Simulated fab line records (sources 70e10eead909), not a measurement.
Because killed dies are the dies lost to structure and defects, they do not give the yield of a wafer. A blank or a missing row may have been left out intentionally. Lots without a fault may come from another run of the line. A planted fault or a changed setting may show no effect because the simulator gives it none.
Problem report in the 8D (eight disciplines) form, filled by code + flow nandHarc + the parts of the form that need people (team, actions taken, sign-off) are left out

== 1. WHAT IS WRONG ==
killedDies at NHARC_END_SORT_01 reads a mean of 103 on 3 wafers of 2 lots; wafers without a fault read 26 with a standard deviation of 8.9. Measured from the usual mean, that is +8.7 standard deviations.
The first sign was on wafer L953.3 at day 22 21:08, on prober-01. At this step, 6 wafers from 2 lots have a number in the record. Rule for "out", or "out of limits": more than 4 standard deviations from the usual mean. The other wafers with a number count as sound.

== 2. WHAT IT IS, WHAT IT ISN'T ==
| question                    | is                        | is not                                                            |
|-----------------------------|---------------------------|-------------------------------------------------------------------|
| which readings at this step | killedDies, killedAtArray | killedAtOther, killedAtPeriphery, killedOpen, killedShort         |
| which lots                  | L952, L953                | -                                                                 |
| which wafers of those lots  | L952.4, L953.3, L953.6    | L952.1, L952.3, L953.1                                            |
| read on which gauges        | prober-01, prober-02      | -                                                                 |
| when                        | from day 22 21:08         | up to then (1 sound wafer); but 2 sound wafers of L952 came after |

== 3. SUSPECTS, AND WHAT RULES EACH OUT ==
Counting: any tool at a process step up to the reading remains a suspect provided it ran every lot that is out. Sound lots after the first of them don't rule it out here, since some wafers of a struck lot are sound.
- the gauge at NHARC_END_SORT_01: ruled out. Those wafers that are out were read across 2 gauges (prober-01, prober-02).
- harCapEtch-03 at NHARC_A_CONTACT_ETCH_118 (etches the open film in C4F8/O2/Ar, time 94 s, target depth 922 nm): kept. It ran every lot that is out, first L953 (day 19 08:03).
- rieDiel-04 at NHARC_THIN_TSV_DESCUM_14 (chemistry O2, time 3 s): kept. It ran every lot that is out, first L953 (day 22 00:36).
- The sound lot-mates ran in chamber 1 of harCapEtch-03 at NHARC_A_CONTACT_ETCH_118, but the wafers that are out ran in chamber 0.
Remaining after the count are harCapEtch-03 at NHARC_A_CONTACT_ETCH_118 and rieDiel-04 at NHARC_THIN_TSV_DESCUM_14.

== 4. THE CAUSE (what the simulator had put in) ==
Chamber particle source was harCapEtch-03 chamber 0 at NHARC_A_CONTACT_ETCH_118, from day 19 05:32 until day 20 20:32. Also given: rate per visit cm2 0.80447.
Counting leaves 2 suspects; this tool is one of them.

== 5. THE CHAIN OF EFFECTS, in route order ==
Each row: a reading where the mean over the struck wafers with a number is more than 3 standard deviations away from the usual. Only readings whose record carries a usual standard deviation are examined. hours: median over the lots of the time between each lot's start at the first step of this table that gives one and its start at this step. sigmas: the change, counted in usual standard deviations.
| hours | step              | reading       | usual | on struck wafers | change | sigmas |
|-------|-------------------|---------------|-------|------------------|--------|--------|
| 0     | NHARC_END_SORT_01 | killedAtArray | 21    | 99               | +78    | +8.7   |
| 0     | NHARC_END_SORT_01 | killedDies    | 26    | 103              | +77    | +8.7   |

== 6. WHAT WOULD HAVE CAUGHT IT SOONER ==
88 hours passed between the start of the fault at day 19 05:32 and the first reading out of limits at a measuring or inspecting step in this record, taken at day 22 21:08.
An alarm limit of 4 standard deviations would not have fired on the tool readings at NHARC_A_CONTACT_ETCH_118 for which the record gives a usual standard deviation, since none of them was out on any struck wafer.
The start of NHARC_A_CONTACT_ETCH_118 on harCapEtch-03 came by day 22 21:08 for every one of the lots that are out (2). Had the tool been put on hold then, not one of them would have been saved.
